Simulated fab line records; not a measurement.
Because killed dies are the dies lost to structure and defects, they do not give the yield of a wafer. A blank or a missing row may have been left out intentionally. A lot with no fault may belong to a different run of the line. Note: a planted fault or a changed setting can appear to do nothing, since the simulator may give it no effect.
A lot that was struck, set against a sound lot || flow n5-finfet || 27 out of 1938 route steps
Sound: these wafers, L523.1, L523.3, L523.4. The struck wafers were L517.1, L517.4, L517.5. The cause is given at the end.
At each step with rows: each side's tool, then ch and its chambers, then its first start. Under that, the readings that differ: sound wafers || struck wafers || difference of the means || sigmas: that difference in standard deviations of wafers without a fault.
alike: readings whose means differ by less than 2 such deviations, and words and numbers that are the same on both sides. not compared: withheld readings, readings that some wafer has no value for, bounds like >300 that may hide the same value, and numbers for which the record gives no deviation and whose values overlap.
Wherever a step has rows on one side only, a row that says differs or no value, or a row with sigmas, the two part there. Numbers that have no deviation but don't overlap get no sigmas and don't part them. A reading that every wafer of one side lacks parts them only if that side has two wafers or more.

first, 7 steps without rows for these wafers: N5_BEOL_M0_SAQP_COAT_82 (time 60 s, resist thk 30 nm); N5_BEOL_M0_SAQP_COAT_08 (resist thk 90 nm); N5_BEOL_M0_SAQP_EBR_10; N5_BEOL_M0_SAQP_SOFTBAKE_09 (time 60 s); N5_BEOL_M0_SAQP_EXPOSE_11 (exposes mask M0 CORE, target cd 42 nm); N5_BEOL_M0_SAQP_PEB_12 (peb time 60 s); N5_BEOL_M0_SAQP_DEVELOP_13 (develop time 30 s).
N5_BEOL_M0_SAQP_CD_MEAS_14: the cd target is 42.5 nm.
  sound on cd-sem-01 ch 0, day 10 17:55; struck on cd-sem-03 ch 0, day 9 19:38
  alike: cd-nm
N5_BEOL_M0_SAQP_OVL_MEAS_15:
  sound on overlay-02 ch 0, day 10 17:57; struck on overlay-02 ch 0, day 9 19:40
{"reading": "M0_CORE_OVL (nm)", "sound": "-0.8 -0.9 -2.2", "struck": "0.3 2.4 0.4", "difference": "+2.3", "sigmas": "+2"}
N5_BEOL_M0_SAQP_INSPECT_16: inspects for defects (brightfield).
  struck on defect-inspect-02, day 9 19:41; sound on defect-inspect-02, day 10 17:58
  alike: raw-defect-count
N5_BEOL_M0_SAQP_DESCUM_19: chemistry O2, time 7.9 s.
  sound on rie-diel-04 ch 1,2,3, day 10 18:45; struck on rie-diel-03 ch 0,3, day 9 19:44
  alike: drypump-motor-current-A, oes-product-au, rf-vpp-V, showerhead-plenum-p-Torr, throttle-valve-pct
  not compared: rf-hours-counter-h
N5_BEOL_M0_SAQP_ETCH_83: etches SiARC in CF4, target depth 39 nm, time 65 s.
  sound on rie-diel-04 ch 1,2,3, day 10 18:47; struck on rie-diel-03 ch 0,3, day 9 19:46
  alike: bias-w, cf4-flow-sccm, drypump-motor-current-A, etch-rf-on-time-s, mfc-ar-sccm, oes-product-au, rf-vpp-V, showerhead-plenum-p-Torr, throttle-valve-pct
  not compared: rf-hours-counter-h
N5_BEOL_M0_SAQP_ETCH_84: etches SOC in N2/H2, target depth 100 nm, overetch 20 nm, time 150 s.
  sound on rie-diel-04 ch 1,2,3, day 10 18:50; struck on rie-diel-03 ch 0,3, day 9 19:49
  no value came back on the struck wafers for any of 8 readings (bias-w (W), chamber-pressure-mTorr (mTorr) and others); on the sound wafers bias-w (W) reads 150.3 149.3 150.5
{"reading": "model.CAR-ArF_of_BEOL_M0_SAQP_COAT_08.thk-nm (nm)", "sound": "0 0 0", "struck": "55 55.4 55.2", "difference": "+55", "sigmas": ""}
{"reading": "model.SiARC_of_BEOL_M0_SAQP_COAT_82.thk-nm (nm)", "sound": "24.4 24.4 24.4", "struck": "30 29.8 29.8", "difference": "+5", "sigmas": ""}
then, 1 step without rows for these wafers: N5_BEOL_M0_SAQP_STRIP_80 (strips in N2/H2).
N5_BEOL_M0_SAQP_HM_OPEN_112: chemistry CHF3/O2, target SiO2, stops on a-Si, target depth 12 nm, time 13.5 s.
  sound on rie-diel-04 ch 1,2,3, day 10 18:56; struck on rie-diel-03 ch 0,3, day 9 19:55
{"reading": "oes-product-au (a.u.)", "sound": "0.52 0.51 0.44", "struck": "0.32 0.28 0.33", "difference": -0.18, "sigmas": -3}
{"reading": "model.SiARC_of_BEOL_M0_SAQP_COAT_82.thk-nm (nm)", "sound": "5.2 5 5.6", "struck": "10.6 11 10.4", "difference": "+5.4", "sigmas": ""}
  alike: drypump-motor-current-A, mfc-ar-sccm, rf-vpp-V, showerhead-plenum-p-Torr, throttle-valve-pct
  not compared: rf-hours-counter-h
then, 1 step without rows for these wafers: N5_BEOL_M0_SAQP_STRIP_113 (strips in CHF3/O2).
N5_BEOL_M0_SAQP_MANDREL_ETCH_20: etches a-Si in HBr/Cl2, stops on SiNx, target depth 60 nm, bt time 10 s, time 30 s.
  sound on rie-si-06 ch 1,2,3, day 10 19:01; struck on rie-si-05 ch 0,1, day 9 20:00
{"reading": "oes-product-au (a.u.)", "sound": "0.788 0.792 0.758", "struck": "0.333 0.327 0.325", "difference": -0.451, "sigmas": -32}
{"reading": "throttle-valve-pct (%)", "sound": "35.45 34.90 35.81", "struck": "36.52 36.65 36.62", "difference": "+1.21", "sigmas": "+4"}
  alike: HBr_flow_sccm, bias-w, drypump-motor-current-A
  not compared: rf-hours-counter-h
N5_BEOL_M0_SAQP_STRIP_86: strips in N2/H2.
  sound on rie-diel-03 ch 0,1,2, day 10 19:07; struck on rie-diel-03 ch 0,3, day 9 20:06
{"reading": "rf-vpp-V (V)", "sound": "122.6 124.9 124.9", "struck": "122.2 119.5 119.2", "difference": -3.8, "sigmas": -3}
  alike: drypump-motor-current-A, oes-product-au, showerhead-plenum-p-Torr, throttle-valve-pct
  not compared: rf-hours-counter-h
then, 2 steps without rows for these wafers: N5_BEOL_M0_SAQP_STRIP_115 (strips in post etch residue remover, time 60 s); N5_BEOL_M0_SAQP_SRD_93 (time 30 s).
N5_BEOL_M0_SAQP_RECESS_114: chemistry HF/NH3, target SiO2, target depth 14.4 nm, afs cycles 3, sublimation time 60 s.
  sound on vapor-etch-01 ch 0,1, day 10 19:15; struck on vapor-etch-02 ch 1, day 9 20:22
  alike: drypump-motor-current-A
N5_BEOL_M0_SAQP_SPACER1_ALD_98: deposits SiO2, target thk 12.8 nm, pulse time 1 s, purge time 2 s.
  sound on ald-sin-04 ch 0,1,2, day 10 19:38; struck on ald-sin-01 ch 1,3, day 9 22:28
  alike: heater-power-w, precursor-pulse-height-rel
N5_BEOL_M0_SAQP_SPACER1_ETCHBACK_99: etches SiO2 in CHF3/O2, target depth 15.4 nm, time 7.7 s.
  sound on rie-diel-03 ch 0,1,2, day 10 20:07; struck on rie-diel-03 ch 2,3, day 9 22:56
{"reading": "oes-product-au (a.u.)", "sound": "0.73 0.90 0.86", "struck": "0.34 0.28 0.28", "difference": -0.53, "sigmas": -6}
  alike: drypump-motor-current-A, mfc-ar-sccm, rf-vpp-V, showerhead-plenum-p-Torr, throttle-valve-pct
  not compared: rf-hours-counter-h
N5_BEOL_M0_SAQP_MANDREL1_REMOVE_100: chemistry HBr/Cl2/O2, target a-Si, stops on SiNx, bt time 10 s.
  sound on rie-si-06 ch 1,2,3, day 10 20:12; struck on rie-si-06 ch 2,3, day 9 23:02
{"reading": "oes-product-au (a.u.)", "sound": "1.031 0.994 1.036", "struck": "0.369 0.381 0.381", "difference": -0.643, "sigmas": -32}
  alike: drypump-motor-current-A, throttle-valve-pct
  not compared: rf-hours-counter-h
N5_BEOL_M0_SAQP_CD_MEAS_25: the cd target is 13.1 nm.
  sound on cd-sem-03 ch 0, day 10 20:19; struck on cd-sem-01 ch 0, day 9 23:08
{"reading": "cd-nm (nm)", "sound": "13.05 13.06 12.47", "struck": "- - -", "difference": "no value on the struck wafers", "sigmas": ""}
then, 1 step without rows for these wafers: N5_BEOL_M0_SAQP_ETCH_101 (etches SiNx in CH3F/O2, target depth 29.9 nm, time 42.7 s).
N5_BEOL_M4_RC_MEAS_101:
  the record has rows for the sound wafers here (prober-01 ch 0, day 13 10:13) and none for the struck ones

WHERE THEY PART
At N5_BEOL_M0_SAQP_OVL_MEAS_15 first; at N5_BEOL_M4_RC_MEAS_101 last (within this record only).

WHY: what had been put in by the simulator
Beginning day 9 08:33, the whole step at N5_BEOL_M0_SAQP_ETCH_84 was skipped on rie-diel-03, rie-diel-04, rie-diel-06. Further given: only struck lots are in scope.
